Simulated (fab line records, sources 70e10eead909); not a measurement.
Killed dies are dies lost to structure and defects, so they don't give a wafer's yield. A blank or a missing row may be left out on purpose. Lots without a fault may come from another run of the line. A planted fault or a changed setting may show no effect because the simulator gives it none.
A struck lot beside a sound one | flow nand_harc | 39 steps out of a route of 1159
Sound: wafers L454.3, L454.4, L454.6. Struck: wafers L448.2, L448.3, L448.6. The cause comes at the end.
At each step with rows: each side's tool, then ch and its chambers, then its first start. Under that, the readings that differ: sound wafers | struck wafers | difference of the means | sigmas: that difference in standard deviations of wafers without a fault.
alike: readings whose means differ by less than 2 such deviations, and words and numbers that are the same on both sides. not compared: withheld readings, readings that some wafer has no value for, bounds like >300 that may hide the same value, and numbers for which the record gives no deviation and whose values overlap.
The two part at a step that has a row with sigmas, a row that says differs or no value, or rows on one side only. Numbers that don't overlap but have no deviation are shown without sigmas and don't part them. A reading that every wafer of one side lacks parts them only if that side has two wafers or more.

first, 1 step without rows for these wafers: NHARC_A_ONON_D1_DEP_00 (target thk 1000 nm).
NHARC_A_ONON_D1_THK_MEAS_02: measures by ellipsometry.
  sound on film_metro-01, day 11 13:43; struck on film_metro-01, day 10 00:42
  alike: thk_nm
then, 1 step without rows for these wafers: NHARC_A_ONON_D1_DEP_03 (target thk 1000 nm).
NHARC_A_ONON_D1_THK_MEAS_05: measures by ellipsometry.
  sound on film_metro-02, day 11 14:17; struck on film_metro-01, day 10 01:16
  alike: thk_nm
then, 1 step without rows for these wafers: NHARC_A_ONON_D1_DEP_06 (target thk 1000 nm).
NHARC_A_ONON_D1_THK_MEAS_08: measures by ellipsometry.
  sound on film_metro-01, day 11 14:51; struck on film_metro-01, day 10 01:50
  alike: thk_nm
then, 1 step without rows for these wafers: NHARC_A_ONON_D1_DEP_09 (target thk 1000 nm).
NHARC_A_ONON_D1_THK_MEAS_11: measures by ellipsometry.
  sound on film_metro-02, day 11 15:25; struck on film_metro-02, day 10 02:24
  reading     | sound          | struck      | difference | sigmas
  thk_nm (nm) | 1006 1009 1007 | 991 992 991 | -16        | -2
then, 1 step without rows for these wafers: NHARC_A_ONON_D1_DEP_12 (target thk 1000 nm).
NHARC_A_ONON_D1_THK_MEAS_14: measures by ellipsometry.
  sound on film_metro-01, day 11 15:59; struck on film_metro-01, day 10 02:59
  reading     | sound          | struck      | difference | sigmas
  thk_nm (nm) | 1011 1012 1013 | 989 989 991 | -22        | -2
then, 1 step without rows for these wafers: NHARC_A_ONON_D1_ANNEAL_15 (time 3600 s).
NHARC_A_ONON_D1_DEP_16: target thk 1000 nm.
  sound on pecvd_onon-04 ch 0, day 12 02:14; struck on pecvd_onon-02 ch 0, day 10 12:47
NHARC_A_ONON_D1_THK_MEAS_18: measures by ellipsometry.
  sound on film_metro-02, day 12 02:38; struck on film_metro-02, day 10 13:14
  alike: thk_nm
then, 1 step without rows for these wafers: NHARC_A_ONON_D1_DEP_19 (target thk 1000 nm).
NHARC_A_ONON_D1_THK_MEAS_21: measures by ellipsometry.
  sound on film_metro-02, day 12 03:13; struck on film_metro-02, day 10 13:49
  alike: thk_nm
then, 1 step without rows for these wafers: NHARC_A_ONON_D1_DEP_22 (target thk 1000 nm).
NHARC_A_ONON_D1_THK_MEAS_24: measures by ellipsometry.
  sound on film_metro-02, day 12 03:46; struck on film_metro-01, day 10 14:23
  alike: thk_nm
then, 1 step without rows for these wafers: NHARC_A_ONON_D1_DEP_25 (target thk 1000 nm).
NHARC_A_ONON_D1_THK_MEAS_27: measures by ellipsometry.
  sound on film_metro-02, day 12 04:20; struck on film_metro-02, day 10 14:57
  alike: thk_nm
then, 1 step without rows for these wafers: NHARC_A_ONON_D1_DEP_28 (target thk 1000 nm).
NHARC_A_ONON_D1_THK_MEAS_30: measures by ellipsometry.
  sound on film_metro-01, day 12 04:56; struck on film_metro-02, day 10 15:31
  alike: thk_nm
NHARC_A_ONON_D1_DEP_33: deposits SiO2, target thk 200 nm.
  sound on pecvd-04 ch 0,1, day 12 04:59; struck on pecvd-02 ch 0,2, day 10 15:34
  alike: heater_power_w, rf_fwd_power_W, throttle_valve_pct
NHARC_A_ONON_D1_THK_MEAS_34: measures by ellipsometry.
  sound on film_metro-02, day 12 05:24; struck on film_metro-02, day 10 15:59
  alike: thk_nm
NHARC_A_CHANNEL_HOLE_D1_DEP_00: deposits aC, target thk 3100 nm.
  sound on acl_dep-01 ch 0, day 12 06:10; struck on acl_dep-02 ch 0, day 10 19:11
  alike: throttle_valve_pct
NHARC_A_CHANNEL_HOLE_D1_DEP_01: deposits SiON, target thk 140 nm.
  sound on pecvd-02 ch 0,1,2, day 12 07:28; struck on pecvd-01 ch 0,1,2, day 10 20:45
  alike: heater_power_w, rf_fwd_power_W
then, 10 steps without rows for these wafers: NHARC_A_CHANNEL_HOLE_D1_DEHYDRATE_02 (time 120 s); NHARC_A_CHANNEL_HOLE_D1_HMDS_03 (time 30 s); NHARC_A_CHANNEL_HOLE_D1_COAT_36 (time 75 s); NHARC_A_CHANNEL_HOLE_D1_COAT_37 (time 65 s); NHARC_A_CHANNEL_HOLE_D1_COAT_04 (resist thk 90 nm); NHARC_A_CHANNEL_HOLE_D1_SOFTBAKE_05 (time 55 s); NHARC_A_CHANNEL_HOLE_D1_EBR_06; NHARC_A_CHANNEL_HOLE_D1_EXPOSE_07 (exposes mask HOLE D1, target cd 100 nm); NHARC_A_CHANNEL_HOLE_D1_PEB_08 (peb time 65 s); NHARC_A_CHANNEL_HOLE_D1_DEVELOP_09 (develop time 35 s).
NHARC_A_CHANNEL_HOLE_D1_CD_MEAS_10: target cd 100 nm.
  sound on cd_sem-03 ch 0, day 12 08:19; struck on cd_sem-03 ch 0, day 10 21:29
  alike: cd_nm
NHARC_A_CHANNEL_HOLE_D1_OVL_MEAS_11:
  sound on overlay-01, day 12 08:23; struck on overlay-01, day 10 21:35
  alike: overlay_x_nm, overlay_y_nm
NHARC_A_CHANNEL_HOLE_D1_DESCUM_15: chemistry O2, time 3 s.
  sound on rie_diel-01 ch 1,2, day 12 08:29; struck on rie_diel-10 ch 1,2,3, day 10 21:42
  alike: drypump_motor_current_A, o2_flow_sccm, oes_product_au, rf_vpp_V, showerhead_plenum_p_Torr, throttle_valve_pct
  not compared: rf_hours_counter_h
-- the record jumps here: 11 days lie between the struck wafers' starts before and after (it left off in module A_CHANNEL_HOLE_D1 and takes up again in module END, whose first step shown is number 1159 of the route) --
NHARC_END_SORT_01:
  the record has rows for the struck wafers here (prober-02 ch 0, day 21 23:11) and none for the sound ones

WHERE THEY PART
First at NHARC_A_ONON_D1_THK_MEAS_11; last, within this record, at NHARC_END_SORT_01.

WHY: what the simulator had put in
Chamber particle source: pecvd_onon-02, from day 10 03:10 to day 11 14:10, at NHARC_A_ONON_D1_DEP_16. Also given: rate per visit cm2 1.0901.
